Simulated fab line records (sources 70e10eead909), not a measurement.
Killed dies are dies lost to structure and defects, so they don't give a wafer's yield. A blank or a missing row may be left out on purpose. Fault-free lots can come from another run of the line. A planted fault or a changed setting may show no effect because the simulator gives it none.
Chamber matching / flow nand_harc / NHARC_A_BLC_ETCH_16 on rie_diel-07 has 4 sister chambers
The step etches the open film in CF4, target depth 39 nm, time 65 s. 14 wafers are shown with their chamber, then 6 later ones without.

WAFERS WITH THEIR CHAMBER
wafer=L550.2; chamber=2; showerhead_plenum_p_Torr (Torr)=1.69; rf_vpp_V (V)=150.3; oes_product_au (a.u.)=0.990
wafer=L550.3; chamber=0; showerhead_plenum_p_Torr (Torr)=1.76; rf_vpp_V (V)=151.3; oes_product_au (a.u.)=0.999
wafer=L550.5; chamber=3; showerhead_plenum_p_Torr (Torr)=1.83; rf_vpp_V (V)=152.4; oes_product_au (a.u.)=0.974
wafer=L552.2; chamber=1; showerhead_plenum_p_Torr (Torr)=1.80; rf_vpp_V (V)=152.1; oes_product_au (a.u.)=0.979
wafer=L552.5; chamber=1; showerhead_plenum_p_Torr (Torr)=1.80; rf_vpp_V (V)=151.3; oes_product_au (a.u.)=0.982
wafer=L554.1; chamber=2; showerhead_plenum_p_Torr (Torr)=1.69; rf_vpp_V (V)=150.1; oes_product_au (a.u.)=1.007
wafer=L554.3; chamber=0; showerhead_plenum_p_Torr (Torr)=1.76; rf_vpp_V (V)=150.7; oes_product_au (a.u.)=0.999
wafer=L554.4; chamber=1; showerhead_plenum_p_Torr (Torr)=1.80; rf_vpp_V (V)=152.0; oes_product_au (a.u.)=1.004
wafer=L559.4; chamber=2; showerhead_plenum_p_Torr (Torr)=1.69; rf_vpp_V (V)=151.8; oes_product_au (a.u.)=0.977
wafer=L559.5; chamber=0; showerhead_plenum_p_Torr (Torr)=1.76; rf_vpp_V (V)=151.0; oes_product_au (a.u.)=0.979
wafer=L559.6; chamber=1; showerhead_plenum_p_Torr (Torr)=1.80; rf_vpp_V (V)=150.9; oes_product_au (a.u.)=1.016
wafer=L562.1; chamber=3; showerhead_plenum_p_Torr (Torr)=1.83; rf_vpp_V (V)=152.6; oes_product_au (a.u.)=0.971
wafer=L562.3; chamber=0; showerhead_plenum_p_Torr (Torr)=1.76; rf_vpp_V (V)=151.2; oes_product_au (a.u.)=0.994
wafer=L562.5; chamber=2; showerhead_plenum_p_Torr (Torr)=1.68; rf_vpp_V (V)=150.5; oes_product_au (a.u.)=0.982

SIGNATURES, as means of the wafers listed above
reading=showerhead_plenum_p_Torr; chamber 0=1.7600; chamber 1=1.8000; chamber 2=1.6875; chamber 3=1.8300; scatter within a chamber=0.00274
reading=rf_vpp_V; chamber 0=151.050; chamber 1=151.575; chamber 2=150.675; chamber 3=152.500; scatter within a chamber=0.546
reading=oes_product_au; chamber 0=0.99275; chamber 1=0.99525; chamber 2=0.98900; chamber 3=0.97250; scatter within a chamber=0.0132
Rule: a wafer lies at a distance from a chamber equal to the root of the sum of squares, over the readings, of (its reading less the chamber's mean, divided by the reading's scatter). The wafer belongs to the nearest chamber; if the next one is less than 2 further off, it can't be placed. The scatter: the root of (the sum of the squares of (reading less its chamber's mean) over the shown wafers, divided by (wafers less chambers)).

WAFERS WITHOUT THEIR CHAMBER
wafer=L563.2; showerhead_plenum_p_Torr (Torr)=1.76; rf_vpp_V (V)=150.9; oes_product_au (a.u.)=0.994
wafer=L563.3; showerhead_plenum_p_Torr (Torr)=1.68; rf_vpp_V (V)=149.7; oes_product_au (a.u.)=0.981
wafer=L563.6; showerhead_plenum_p_Torr (Torr)=1.76; rf_vpp_V (V)=150.2; oes_product_au (a.u.)=1.000
wafer=L567.1; showerhead_plenum_p_Torr (Torr)=1.83; rf_vpp_V (V)=152.1; oes_product_au (a.u.)=0.977
wafer=L567.3; showerhead_plenum_p_Torr (Torr)=1.68; rf_vpp_V (V)=149.5; oes_product_au (a.u.)=0.996
wafer=L567.4; showerhead_plenum_p_Torr (Torr)=1.76; rf_vpp_V (V)=151.4; oes_product_au (a.u.)=1.000

EACH ONE'S CHAMBER
wafer=L563.2; from the rows above=0; in truth=0
wafer=L563.3; from the rows above=2; in truth=2
wafer=L563.6; from the rows above=0; in truth=0
wafer=L567.1; from the rows above=3; in truth=3
wafer=L567.3; from the rows above=2; in truth=2
wafer=L567.4; from the rows above=0; in truth=0
Correctly placed: 6 of 6. Can't be placed from these rows: 0. Placed wrongly: 0.
